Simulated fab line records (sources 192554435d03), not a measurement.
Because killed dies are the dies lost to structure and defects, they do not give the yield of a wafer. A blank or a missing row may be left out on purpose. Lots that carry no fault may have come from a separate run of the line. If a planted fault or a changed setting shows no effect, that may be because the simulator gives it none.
fab line records + flow n5-finfet
[record]
- lots = 7
- wafers = 19
- last-day = 16
route steps=1938 shown BEOL_M6@1239 PASSIVATION@1936
lots untouched by any fault: they come from a run of this same line in which no faults occurred
start-h: start of the lot's first displayed wafer, in hours after the record's first day + wait-h: time in hours since the lot's previous step + " identical to the entry in the row above + L1.1+2: a row that stands for several wafers + - no value, or no start was given + * or withheld: withheld + < > ~ a bound
route shown NAME@n: names a module that has steps shown in the file, with the first one's number in the route + usual: average and standard deviation across the fault-free wafers + same: alike in all rows + chamber/n: place in a boat + sites: the reading at each site + _std_site: standard deviation of those values + _edge_site: outer sites' mean less inner sites' + radius-mm: how far each site lies from the wafer's centre + mask NAME#n: copy n + behind: the last tool/chamber to shape the wafer + hold: why the lot was held/for how many hours/how that ended + device: transistor that didn't switch, given as n, p or np + end of line: the route-end tests of the same wafers + a step with no rows: only its recipe + killed: not the wafer's yield, but the dies lost to structure and defects at the first sort + map: a wafer's dies, marking killed ones x, the rest . and places with no die _
set.NAME: setting as actually run; set.NAME@STEP: the setting as run at that earlier step + model.NAME: the simulator's own value behind a step, which no gauge read
a table for each step, a row for each wafer; lots at some steps of the route
services: when a tool's chamber went out of use (start-h, in hours from the record's first day, below 0 if earlier), for how many hours, and the reason
[[steps]]
[step N5_BEOL_M6_TRENCH_ETCH_37]
[recipe]
- chemistry = C4F6/O2
- target-depth-a = 944.35
- target = SiCOH_lowk
- time-s = 31.5
- ion-energy-ev = 250
- pressure-mtorr = 30
- source-w = 345
- bias-w = 185
- Ar_flow_sccm = 300
- C4F6_flow_sccm = 10
- O2_flow_sccm = 10
[usual]
- bias-w = 185.0/0.58
- drypump-motor-current-A = 5.9/0.37
- oes-product-au = 0.79/0.085
- rf-vpp-V = 667/13
- showerhead-plenum-p-Torr = 2.83/0.094
- throttle-valve-pct = 20.89/0.21
| lot.wafer | tool        | chamber | start-h | wait-h | bias-w | drypump-motor-current-A | oes-product-au | rf-hours-counter-h | rf-vpp-V | showerhead-plenum-p-Torr | throttle-valve-pct |
|-----------|-------------|---------|---------|--------|--------|-------------------------|----------------|--------------------|----------|--------------------------|--------------------|
| L757.2    | rie-diel-04 | 2       | -       | -      | 186.1  | 6.1                     | 0.71           | 239                | 679      | 2.80                     | 20.98              |
| L757.3    | "           | 1       | "       | "      | 185.8  | 6.3                     | 0.82           | 102                | 653      | 2.75                     | 20.55              |
| L757.5    | "           | 2       | "       | "      | 185.7  | 6.1                     | 0.71           | -                  | 679      | 2.80                     | 20.98              |
| L758.2    | rie-diel-04 | 1       | -       | -      | 184.5  | 6.3                     | 0.80           | 104                | 652      | 2.75                     | 20.56              |
| L758.3    | "           | 0       | "       | "      | 185.1  | 5.7                     | 0.89           | 25                 | 666      | 3.03                     | 20.61              |
| L758.6    | "           | 0       | "       | "      | 185.7  | 5.8                     | 0.90           | -                  | 666      | 3.03                     | 20.61              |
| L764.1    | rie-diel-03 | 0       | -       | -      | 184.8  | 6.0                     | 0.72           | 161                | 671      | 2.71                     | 20.80              |
| L764.3    | "           | 2       | "       | "      | 184.7  | 5.7                     | 0.75           | 164                | 646      | 2.85                     | 20.88              |
| L764.4    | "           | 2       | "       | "      | 185.3  | 5.7                     | 0.75           | -                  | 645      | 2.85                     | 20.91              |
| L766.3    | rie-diel-02 | 2       | -       | -      | 184.7  | 5.9                     | 0.71           | 201                | 667      | 2.93                     | 20.86              |
| L766.5    | "           | 0       | "       | "      | 185.6  | 6.4                     | 0.81           | -                  | 664      | 2.75                     | 20.90              |
| L766.6    | "           | 2       | "       | "      | 185.8  | 5.9                     | 0.70           | -                  | 666      | 2.93                     | 20.88              |
| L768.3    | rie-diel-02 | 2       | -       | -      | 185.1  | 5.9                     | 0.70           | 204                | 665      | 2.93                     | 20.87              |
| L768.5    | "           | 0       | "       | "      | 185.7  | 6.4                     | 0.81           | -                  | 663      | 2.75                     | 20.91              |
| L765.1    | rie-diel-03 | 0       | -       | -      | 184.9  | 6.0                     | 0.71           | 171                | 671      | 2.71                     | 20.82              |
| L765.6    | "           | 3       | "       | "      | 185.0  | 5.9                     | 0.67           | -                  | 679      | 2.70                     | 21.24              |
| L770.1    | rie-diel-02 | 0       | -       | -      | 184.3  | 6.3                     | 0.81           | 118                | 663      | 2.75                     | 20.91              |
| L770.5    | "           | 3       | "       | "      | 185.0  | 5.5                     | 0.84           | -                  | 682      | 2.92                     | 21.17              |
| L770.6    | "           | 2       | "       | "      | 184.0  | 5.9                     | 0.70           | -                  | 664      | 2.93                     | 20.88              |
[step N5_BEOL_M6_ETCH_41]
[recipe]
- chemistry = CH3F/O2
- target = SiCN
- target-depth-a = 297
- taper-deg = 2
- time-s = 52
- ion-energy-ev = 120
- mask-material = TiN
- pressure-mtorr = 30
- source-w = 395
- bias-w = 75
- Ar_flow_sccm = 150
- CH3F_flow_sccm = 30
- O2_flow_sccm = 20
[usual]
- bias-w = 75.00/0.22
- drypump-motor-current-A = 5.9/0.37
- oes-product-au = 0.79/0.085
- rf-vpp-V = 296.9/1.6
- showerhead-plenum-p-Torr = 1.98/0.068
- throttle-valve-pct = 16.29/0.21
| lot.wafer | tool        | chamber | start-h | wait-h | bias-w | drypump-motor-current-A | oes-product-au | rf-hours-counter-h | rf-vpp-V | showerhead-plenum-p-Torr | throttle-valve-pct |
|-----------|-------------|---------|---------|--------|--------|-------------------------|----------------|--------------------|----------|--------------------------|--------------------|
| L757.2    | rie-diel-04 | 2       | -       | -      | 75.10  | 6.1                     | 0.70           | 239                | 297.6    | 1.96                     | 16.45              |
| L757.3    | "           | 1       | "       | "      | 75.01  | 6.3                     | 0.81           | 102                | 294.8    | 1.93                     | 16.00              |
| L757.5    | "           | 2       | "       | "      | 75.15  | 6.2                     | 0.70           | -                  | 296.6    | 1.96                     | 16.45              |
| L758.2    | rie-diel-04 | 1       | -       | -      | 75.31  | 6.3                     | 0.81           | 104                | 296.4    | 1.93                     | 16.01              |
| L758.3    | "           | 0       | "       | "      | 74.93  | 5.8                     | 0.90           | 25                 | 299.8    | 2.13                     | 15.94              |
| L758.6    | "           | 0       | "       | "      | 75.18  | 5.8                     | 0.90           | -                  | 299.3    | 2.13                     | 15.92              |
| L764.1    | rie-diel-03 | 0       | -       | -      | 75.12  | 6.0                     | 0.71           | 161                | 296.7    | 1.90                     | 16.29              |
| L764.3    | "           | 2       | "       | "      | 74.93  | 5.7                     | 0.75           | 164                | 297.5    | 2.00                     | 16.27              |
| L764.4    | "           | 2       | "       | "      | 74.93  | 5.6                     | 0.75           | -                  | 295.9    | 2.00                     | 16.26              |
| L766.3    | rie-diel-02 | 2       | -       | -      | 74.89  | 5.9                     | 0.70           | 201                | 298.0    | 2.06                     | 16.32              |
| L766.5    | "           | 0       | "       | "      | 74.90  | 6.3                     | 0.81           | -                  | 294.4    | 1.93                     | 16.29              |
| L766.6    | "           | 2       | "       | "      | 75.34  | 5.9                     | 0.70           | -                  | 298.2    | 2.06                     | 16.34              |
| L768.3    | rie-diel-02 | 2       | -       | -      | 74.75  | 5.9                     | 0.70           | 204                | 298.6    | 2.06                     | 16.32              |
| L768.5    | "           | 0       | "       | "      | 74.92  | 6.3                     | 0.80           | -                  | 296.0    | 1.93                     | 16.28              |
| L765.1    | rie-diel-03 | 0       | -       | -      | 75.16  | 6.0                     | 0.71           | 171                | 295.0    | 1.90                     | 16.30              |
| L765.6    | "           | 3       | "       | "      | 74.45  | 6.0                     | 0.69           | -                  | 294.9    | 1.89                     | 16.66              |
| L770.1    | rie-diel-02 | 0       | -       | -      | 74.66  | 6.3                     | 0.81           | 118                | 296.4    | 1.93                     | 16.30              |
| L770.5    | "           | 3       | "       | "      | 75.23  | 5.5                     | 0.84           | -                  | 297.7    | 2.05                     | 16.46              |
| L770.6    | "           | 2       | "       | "      | 74.80  | 5.9                     | 0.71           | -                  | 299.2    | 2.06                     | 16.33              |
[step N5_BEOL_M6_STRIP_80]
[recipe]
- chemistry = N2/H2
- time-s = 10
- power-w = 450
- temp-c = 40
- pressure-mtorr = 20
- rf-frequency-hz = 6e+07
- bias-power-w = 7
- n2-flow-sccm = 200
- h2-flow-sccm = 200
[usual]
- drypump-motor-current-A = 5.9/0.38
- oes-product-au = 0.79/0.085
- rf-vpp-V = 59.1/0.93
- showerhead-plenum-p-Torr = 2.52/0.088
- throttle-valve-pct = 23.64/0.26
| lot.wafer | tool        | chamber | start-h | wait-h | drypump-motor-current-A | oes-product-au | rf-hours-counter-h | rf-vpp-V | showerhead-plenum-p-Torr | throttle-valve-pct |
|-----------|-------------|---------|---------|--------|-------------------------|----------------|--------------------|----------|--------------------------|--------------------|
| L757.2    | rie-diel-04 | 2       | -       | -      | 6.1                     | 0.70           | 239                | 61.9     | 2.51                     | 23.94              |
| L757.3    | "           | 1       | "       | "      | 6.3                     | 0.80           | 102                | 59.8     | 2.45                     | 23.12              |
| L757.5    | "           | 2       | "       | "      | 6.1                     | 0.71           | -                  | 59.7     | 2.51                     | 23.95              |
| L758.2    | rie-diel-04 | 1       | -       | -      | 6.3                     | 0.80           | 104                | 59.8     | 2.45                     | 23.12              |
| L758.3    | "           | 0       | "       | "      | 5.8                     | 0.89           | 25                 | 60.1     | 2.70                     | 23.39              |
| L758.6    | "           | 0       | "       | "      | 5.7                     | 0.90           | -                  | 59.0     | 2.70                     | 23.40              |
| L764.1    | rie-diel-03 | 0       | -       | -      | 6.0                     | 0.73           | 161                | 57.9     | 2.43                     | 23.40              |
| L764.3    | "           | 2       | "       | "      | 5.7                     | 0.74           | 164                | 60.4     | 2.54                     | 23.63              |
| L764.4    | "           | 2       | "       | "      | 5.7                     | 0.75           | -                  | 58.8     | 2.54                     | 23.62              |
| L766.3    | rie-diel-02 | 2       | -       | -      | 5.9                     | 0.72           | 201                | 58.7     | 2.62                     | 23.84              |
| L766.5    | "           | 0       | "       | "      | 6.4                     | 0.82           | -                  | 57.6     | 2.44                     | 23.61              |
| L766.6    | "           | 2       | "       | "      | 5.9                     | 0.72           | -                  | 60.9     | 2.62                     | 23.83              |
| L768.3    | rie-diel-02 | 2       | -       | -      | 5.9                     | 0.72           | 204                | 59.7     | 2.62                     | 23.83              |
| L768.5    | "           | 0       | "       | "      | 6.4                     | 0.82           | -                  | 56.4     | 2.44                     | 23.63              |
| L765.1    | rie-diel-03 | 0       | -       | -      | 6.1                     | 0.73           | 171                | 57.7     | 2.42                     | 23.44              |
| L765.6    | "           | 3       | "       | "      | 5.9                     | 0.68           | -                  | 56.4     | 2.39                     | 23.88              |
| L770.1    | rie-diel-02 | 0       | -       | -      | 6.3                     | 0.81           | 118                | 57.9     | 2.44                     | 23.63              |
| L770.5    | "           | 3       | "       | "      | 5.5                     | 0.85           | -                  | 60.8     | 2.58                     | 23.73              |
| L770.6    | "           | 2       | "       | "      | 5.9                     | 0.71           | -                  | 58.7     | 2.62                     | 23.84              |
[step N5_BEOL_M6_OCD_MEAS_38]
[usual]
- trench-depth-nm = 94.1/1.4
| lot.wafer | tool   | chamber | start-h | wait-h | trench-depth-nm |
|-----------|--------|---------|---------|--------|-----------------|
| L757.2    | ocd-02 | -       | 226.75  | -      | 94.5            |
| L757.3    | "      | -       | "       | "      | 94.7            |
| L757.5    | "      | -       | "       | "      | 93.3            |
| L758.2    | ocd-02 | -       | 232.71  | -      | 94.0            |
| L758.3    | "      | -       | "       | "      | 93.9            |
| L758.6    | "      | -       | "       | "      | 95.1            |
| L764.1    | ocd-01 | -       | 268.14  | -      | 92.5            |
| L764.3    | "      | -       | "       | "      | 95.3            |
| L764.4    | "      | -       | "       | "      | 95.2            |
| L766.3    | ocd-02 | -       | 285.12  | -      | 91.9            |
| L766.5    | "      | -       | "       | "      | 94.7            |
| L766.6    | "      | -       | "       | "      | 91.9            |
| L768.3    | ocd-01 | -       | 291.61  | -      | 91.1            |
| L768.5    | "      | -       | "       | "      | 95.8            |
| L765.1    | ocd-02 | -       | 294.66  | -      | 92.8            |
| L765.6    | "      | -       | "       | "      | 92.0            |
| L770.1    | ocd-01 | -       | 298.72  | -      | 94.8            |
| L770.5    | "      | -       | "       | "      | 94.3            |
| L770.6    | "      | -       | "       | "      | 93.1            |
[step N5_BEOL_M6_HM_STRIP_39]
[recipe]
- chemistry = peroxide-tin-strip
- material = TiN
- target-depth-a = 250
- temp-c = 50
- time-s = 158
[step N5_BEOL_M6_SRD_40]
[recipe]
- time-s = 30
- temp-c = 23
- rinse-liquid = diw
- dry = ipa-marangoni
[step N5_BEOL_M6_PRECLEAN_42]
[recipe]
- chemistry = residue-remover
- time-s = 60
- temp-c = 40
[step N5_BEOL_M6_SRD_43]
[recipe]
- time-s = 30
- temp-c = 23
- rinse-liquid = diw
- dry = ipa-marangoni
[step N5_BEOL_M6_CD_MEAS_35]
[recipe]
- target-cd-nm = 40
- target-cd-y-nm = 28
- polarity = opening
[usual]
- cd-nm = 39.9/0.62
| lot.wafer | tool      | chamber | start-h | wait-h | cd-nm |
|-----------|-----------|---------|---------|--------|-------|
| L757.2    | cd-sem-03 | -       | 226.90  | 0.0    | 40.2  |
| L757.3    | "         | -       | "       | "      | 40.5  |
| L757.5    | "         | -       | "       | "      | 40.9  |
| L758.2    | cd-sem-03 | -       | 232.87  | 0.0    | 39.4  |
| L758.3    | "         | -       | "       | "      | 38.6  |
| L758.6    | "         | -       | "       | "      | 39.0  |
| L764.1    | cd-sem-02 | -       | 268.30  | 0.0    | 39.5  |
| L764.3    | "         | -       | "       | "      | 39.4  |
| L764.4    | "         | -       | "       | "      | 40.5  |
| L766.3    | cd-sem-01 | -       | 285.28  | 0.0    | 39.1  |
| L766.5    | "         | -       | "       | "      | 39.3  |
| L766.6    | "         | -       | "       | "      | 38.9  |
| L768.3    | cd-sem-03 | -       | 291.77  | 0.0    | 39.7  |
| L768.5    | "         | -       | "       | "      | 40.2  |
| L765.1    | cd-sem-01 | -       | 294.82  | 0.0    | 39.8  |
| L765.6    | "         | -       | "       | "      | 39.7  |
| L770.1    | cd-sem-03 | -       | 298.87  | 0.0    | 40.0  |
| L770.5    | "         | -       | "       | "      | 40.9  |
| L770.6    | "         | -       | "       | "      | 40.4  |
[step N5_BEOL_M6_CURE_75]
[recipe]
- temp-c = 370
- time-s = 120
- ambient = DMADMS/He
- material = SiCOH_lowk
[usual]
- lamp-power-pct = 52.32/0.06
- wafer_temp_C_max = 371.6/0.44
| lot.wafer | tool       | chamber | start-h | wait-h | lamp-power-pct | wafer_temp_C_max |
|-----------|------------|---------|---------|--------|----------------|------------------|
| L757.2    | uv-cure-01 | 2       | 227.17  | 0.3    | 52.42          | 371.6            |
| L757.3    | "          | 2       | "       | "      | 52.22          | 371.5            |
| L757.5    | "          | 2       | "       | "      | 52.33          | 371.4            |
| L758.2    | uv-cure-03 | 1       | 232.96  | 0.1    | 52.31          | 371.6            |
| L758.3    | "          | 1       | "       | "      | 52.33          | 372.5            |
| L758.6    | "          | 1       | "       | "      | 52.34          | 372.4            |
| L764.1    | uv-cure-01 | 2       | 268.34  | 0.0    | 52.39          | 371.4            |
| L764.3    | "          | 2       | "       | "      | 52.30          | 371.5            |
| L764.4    | "          | 2       | "       | "      | 52.30          | 371.1            |
| L766.3    | uv-cure-03 | 0       | 285.46  | 0.2    | 52.29          | 371.2            |
| L766.5    | "          | 0       | "       | "      | 52.31          | 371.5            |
| L766.6    | "          | 0       | "       | "      | 52.29          | 371.1            |
| L768.3    | uv-cure-01 | 0       | 291.90  | 0.1    | 52.25          | 372.3            |
| L768.5    | "          | 0       | "       | "      | 52.28          | 371.2            |
| L765.1    | uv-cure-01 | 0       | 294.86  | 0.0    | 52.37          | 371.9            |
| L765.6    | "          | 0       | "       | "      | 52.35          | 371.9            |
| L770.1    | uv-cure-02 | 1       | 298.91  | 0.0    | 52.31          | 371.3            |
| L770.5    | "          | 1       | "       | "      | 52.38          | 371.2            |
| L770.6    | "          | 1       | "       | "      | 52.33          | 371.8            |
[step N5_BEOL_M6_DEGAS_44]
[recipe]
- ambient = vacuum
- temp-c = 250
- time-s = 60
[step N5_BEOL_M6_PRE_CLEAN_45]
[recipe]
- gas = H2/He
- time-s = 30
- temp-c = 250
[step N5_BEOL_M6_ALD_77]
[recipe]
- material = TaN
- target-thk-a = 20
- temp-c = 275
- ald-precursor-family = PDMAT
- ald-co-reactant = NH3
- pressure-torr = 3
- carrier-flow-sccm = 1500
- pulse-time-s = 2
- purge-time-s = 3
- co-reactant-purge-time-s = 2
- co-reactant-pulse-time-s = 3
- ald-cycles = 40
- precursor-vessel-temp-c = 75
- precursor-vessel-pressure-torr = 26.25
- precursor-vessel-carrier-sccm = 1000
[usual]
- ald-cycles = 40/0
- heater-power-w = 422/67
[same]
- co-reactant-purge-time-s = 2
- purge-time-s = 3
| lot.wafer | tool         | chamber | start-h | wait-h | ald-cycles | heater-power-w |
|-----------|--------------|---------|---------|--------|------------|----------------|
| L757.2    | ald-metal-01 | 2       | 227.86  | 0.1    | 40         | 463            |
| L757.3    | "            | 3       | "       | "      | 40         | 411            |
| L757.5    | "            | 0       | "       | "      | 40         | 362            |
| L758.2    | ald-metal-04 | 3       | 233.51  | 0.1    | 40         | 354            |
| L758.3    | "            | 1       | "       | "      | 40         | 458            |
| L758.6    | "            | 3       | "       | "      | 40         | 359            |
| L764.1    | ald-metal-01 | 0       | 268.76  | 0.0    | 40         | 355            |
| L764.3    | "            | 2       | "       | "      | 40         | 459            |
| L764.4    | "            | 3       | "       | "      | 40         | 410            |
| L766.3    | ald-metal-04 | 0       | 286.02  | 0.2    | 44         | 545            |
| L766.5    | "            | 3       | "       | "      | 40         | 355            |
| L766.6    | "            | 0       | "       | "      | 44         | 549            |
| L768.3    | ald-metal-04 | 1       | 292.41  | 0.1    | 44         | 476            |
| L768.5    | "            | 3       | "       | "      | 40         | 356            |
| L765.1    | ald-metal-04 | 1       | 295.48  | 0.0    | 40         | 463            |
| L765.6    | "            | 1       | "       | "      | 44         | 470            |
| L770.1    | ald-metal-03 | 0       | 299.66  | 0.0    | 40         | 482            |
| L770.5    | "            | 3       | "       | "      | 40         | 443            |
| L770.6    | "            | 2       | "       | "      | 40         | 370            |
[step N5_BEOL_M6_SURFACE_TREAT_79]
[recipe]
- gas = Ar
- time-s = *
- ion-energy-ev = *
- ion-current-ma-cm2 = 0.5
- pressure-mtorr = *
- ar-flow-sccm = 30
[usual]
- ar-flow-sccm = 30.00/0.084
- pressure-mtorr = *
- throttle-valve-pct = *
| lot.wafer | tool           | chamber | start-h | wait-h | ar-flow-sccm | pressure-mtorr | throttle-valve-pct |
|-----------|----------------|---------|---------|--------|--------------|----------------|--------------------|
| L757.2    | pvd-sputter-01 | -       | 228.18  | 0.2    | 30.02        | *              | *                  |
| L757.3    | "              | -       | "       | "      | 29.89        | *              | *                  |
| L757.5    | "              | -       | "       | "      | 30.06        | *              | *                  |
| L758.2    | pvd-sputter-01 | -       | 234.01  | 0.4    | 29.90        | *              | *                  |
| L758.3    | "              | -       | "       | "      | 30.09        | *              | *                  |
| L758.6    | "              | -       | "       | "      | 30.04        | *              | *                  |
| L764.1    | pvd-sputter-03 | -       | 269.13  | 0.2    | 29.99        | *              | *                  |
| L764.3    | "              | -       | "       | "      | 30.03        | *              | *                  |
| L764.4    | "              | -       | "       | "      | 30.04        | *              | *                  |
| L766.3    | pvd-sputter-02 | -       | 286.34  | 0.2    | 29.87        | *              | *                  |
| L766.5    | "              | -       | "       | "      | 29.91        | *              | *                  |
| L766.6    | "              | -       | "       | "      | 29.98        | *              | *                  |
| L768.3    | pvd-sputter-02 | -       | 292.69  | 0.2    | 29.98        | *              | *                  |
| L768.5    | "              | -       | "       | "      | 30.02        | *              | *                  |
| L765.1    | pvd-sputter-01 | -       | 295.80  | 0.2    | 29.98        | *              | *                  |
| L765.6    | "              | -       | "       | "      | 29.90        | *              | *                  |
| L770.1    | pvd-sputter-01 | -       | 300.10  | 0.3    | 29.96        | *              | *                  |
| L770.5    | "              | -       | "       | "      | 29.95        | *              | *                  |
| L770.6    | "              | -       | "       | "      | 30.15        | *              | *                  |
[step N5_PASSIVATION_PROBE_49]
[usual]
- defect-limited-yield = 91.2/1.6
- killed_at_M0_to_M3 = 31/10
- killed_at_M4_up = 14/4.4
- killed-at-contacts = 13/6
- killed-at-front-end = 43/13
- killed-at-other = 3.5/2.6
- killed-dies = 104/18
- killed-open = 68/14
- killed-short = 34/8.1
- sort_bin_4_leakage = 0.01/0.073
- sort_bin_5_function = 5.1/1.1
- sort_bin_6_memory = 3.3/0.68
- sort-n-pass = 1076/18
- sort-yield-pct = 91.2/1.6
[same]
- gross-dies = 1180
- killed-at-back-side = 0
- sort_bin_8_speed[%] = 0
| lot.wafer | tool      | chamber | start-h | wait-h | defect-limited-yield[%] | killed_at_M0_to_M3 | killed_at_M4_up | killed-at-contacts | killed-at-front-end | killed-at-other | killed-dies | killed-open | killed-short | sort_bin_4_leakage[%] | sort_bin_5_function[%] | sort_bin_6_memory[%] | sort-n-pass | sort-yield-pct[%] |
|-----------|-----------|---------|---------|--------|-------------------------|--------------------|-----------------|--------------------|---------------------|-----------------|-------------|-------------|--------------|-----------------------|------------------------|----------------------|-------------|-------------------|
| L758.2    | prober-01 | -       | 321.17  | 0.1    | 93.6                    | 36                 | 8               | 2                  | 29                  | 1               | 76          | 51          | 25           | 0                     | 4.2                    | 2.1                  | 1104        | 93.6              |
| L758.3    | prober-01 | -       | 321.22  | 0.1    | 91.5                    | 33                 | 12              | 9                  | 44                  | 2               | 100         | 67          | 31           | 0                     | 5.3                    | 3.0                  | 1080        | 91.5              |
| L758.6    | prober-01 | -       | 321.37  | 0.3    | 91.5                    | 49                 | 8               | 7                  | 35                  | 1               | 100         | 60          | 39           | 0                     | 5.5                    | 2.6                  | 1080        | 91.5              |
| L765.1    | prober-01 | -       | 379.92  | 0.0    | 92.2                    | 28                 | 13              | 14                 | 37                  | 0               | 92          | 68          | 23           | 0                     | 4.7                    | 3.1                  | 1088        | 92.2              |
| L765.6    | prober-01 | -       | 380.17  | 0.3    | 93.9                    | 16                 | 19              | 1                  | 32                  | 4               | 72          | 47          | 23           | 0                     | 3.6                    | 2.4                  | 1108        | 93.9              |
| L770.1    | prober-02 | -       | 394.70  | 0.0    | 91.0                    | 36                 | 17              | 19                 | 34                  | 0               | 106         | 66          | 38           | 0                     | 6.1                    | 2.7                  | 1074        | 91.0              |
| L770.5    | prober-02 | -       | 394.90  | 0.2    | 88.8                    | 46                 | 16              | 11                 | 55                  | 4               | 132         | 77          | 55           | 0                     | 7.7                    | 3.4                  | 1048        | 88.8              |
| L770.6    | prober-02 | -       | 394.95  | 0.3    | 92.1                    | 43                 | 14              | 5                  | 29                  | 2               | 93          | 56          | 32           | 0                     | 4.0                    | 3.0                  | 1087        | 92.1              |
// killed by level:class
L758.2 BEOL_M0_SAQP:geometric-particle:open=9 BEOL_M2:geometric-particle:open=9 FIN_SAQP:geometric-particle:short=6 BEOL_M0_SAQP:geometric-particle:short=6 BEOL_M3:geometric-particle:open=5 DUMMY_GATE:geometric-particle:open=4 SPACER0:geometric-particle:short=4 STARTING-WAFER:geometric-particle:short=4
L758.3 STI_FIN_REVEAL:geometric-particle:open=9 MOL_CONTACT_COAG:geometric-particle:open=9 BEOL_M3:geometric-particle:open=9 FIN_SAQP:geometric-particle:short=7 BEOL_M0_SAQP:geometric-particle:open=7 BEOL_M0_SAQP:geometric-particle:short=6 SPACER0:geometric-particle:short=5 BEOL_M1:geometric-particle:open=5
L758.6 BEOL_M0_SAQP:geometric-particle:short=12 BEOL_M0_SAQP:geometric-particle:open=11 BEOL_M2:geometric-particle:open=10 FIN_SAQP:geometric-particle:open=5 BEOL_M0:geometric-particle:open=5 STI_FIN_REVEAL:geometric-particle:open=4 DUMMY_GATE:geometric-particle:open=4 GATE_CUT:geometric-particle:short=4
L765.1 BEOL_M3:geometric-particle:open=14 MOL_CONTACT_COAG:geometric-particle:open=13 GATE_CUT:geometric-particle:short=8 FIN_SAQP:geometric-particle:open=5 FIN_SAQP:geometric-particle:short=5 DUMMY_GATE:geometric-particle:open=5 BEOL_M1:geometric-particle:open=5 STI_FIN_REVEAL:geometric-particle:open=4
L765.6 FIN_SAQP:geometric-particle:open=7 STI_FIN_REVEAL:geometric-particle:open=6 BEOL_M2:geometric-particle:open=6 BEOL_M4:geometric-particle:open=6 BEOL_M0_SAQP:geometric-particle:short=5 FIN_SAQP:geometric-particle:short=4 BEOL_M9:geometric-particle:open=4 GATE_CUT:geometric-particle:short=3
L770.1 MOL_CONTACT_COAG:geometric-particle:open=14 BEOL_M0_SAQP:geometric-particle:short=13 BEOL_M4:geometric-particle:open=9 GATE_CUT:geometric-particle:short=6 BEOL_M0_SAQP:geometric-particle:open=6 BEOL_M2:geometric-particle:open=6 DUMMY_GATE:geometric-particle:open=5 GATE_CUT:geometric-particle:open=5
L770.5 FIN_SAQP:geometric-particle:short=18 FIN_SAQP:geometric-particle:open=12 BEOL_M0_SAQP:geometric-particle:open=11 GATE_CUT:geometric-particle:short=9 BEOL_M3:geometric-particle:open=9 BEOL_M4:geometric-particle:open=8 BEOL_M0_SAQP:geometric-particle:short=7 BEOL_M2:geometric-particle:open=6
L770.6 BEOL_M0_SAQP:geometric-particle:short=14 BEOL_M2:geometric-particle:open=10 BEOL_M4:geometric-particle:open=8 BEOL_M0_SAQP:geometric-particle:open=7 STI_FIN_REVEAL:geometric-particle:open=5 HKMG_FIN:area-etch=5 DUMMY_GATE:geometric-particle:open=4 GATE_CUT:geometric-particle:short=4
[[services]]
| tool           | chamber | start-h | hours | kind                          |
|----------------|---------|---------|-------|-------------------------------|
| ald-metal-03   | 3       | 217.44  | 6.0   | repair                        |
| rie-diel-02    | 0       | 218.61  | 13.5  | repair                        |
| rie-diel-04    | 3       | 229.55  | 4.3   | repair                        |
| ald-metal-01   | -       | 232.15  | 4.6   | repair                        |
| uv-cure-03     | -       | 245.54  | 2.1   | pm                            |
| rie-diel-03    | 1       | 249.80  | -     | clean                         |
| rie-diel-03    | 1       | 249.80  | -     | consumable-replace:focus-ring |
| rie-diel-03    | 1       | 249.80  | 19.8  | scheduled-down                |
| rie-diel-03    | 1       | 249.80  | 19.8  | vent-cycle                    |
| ald-metal-01   | 2       | 251.76  | 6.0   | repair                        |
| ald-metal-03   | 3       | 252.84  | 10.5  | repair                        |
| pvd-sputter-01 | -       | 254.97  | 2.7   | repair                        |
| rie-diel-04    | 2       | 266.04  | -     | clean                         |
| rie-diel-04    | 2       | 266.04  | -     | consumable-replace:focus-ring |
| rie-diel-04    | 2       | 266.04  | 20.8  | scheduled-down                |
| rie-diel-04    | 2       | 266.04  | 20.8  | vent-cycle                    |
| rie-diel-03    | 2       | 280.67  | 4.3   | repair                        |
| rie-diel-02    | 1       | 282.03  | -     | clean                         |
| rie-diel-02    | 1       | 282.03  | -     | consumable-replace:focus-ring |
| rie-diel-02    | 1       | 282.03  | 19.3  | scheduled-down                |
| rie-diel-02    | 1       | 282.03  | 19.3  | vent-cycle                    |
| ald-metal-03   | -       | 285.15  | 2.8   | pm                            |
| rie-diel-03    | 0       | 298.30  | 15.4  | repair                        |
[[key]]
[first-sign]
- step = N5_BEOL_M6_ALD_77
- reading = ald-cycles
- direction = up
- sigmas = 99+
- usual = *
- struck = *
effect none on later readings
met-at N5_BEOL_M6_ALD_77
struck-wafers L765.6,L766.3,L766.6,L768.3
onset-between 233.51 286.02
[fault]
- kind = process-parameter-drift
- tool = ald-metal-04
- chamber = -
- onset-h = 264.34
- steps = N5_BEOL_M6_ALD_77
- channel = ald-cycles
- offset = *
- shape = step
- end-h = 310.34
- scope = struck-wafers-only
- acts-in = *
- stated = *
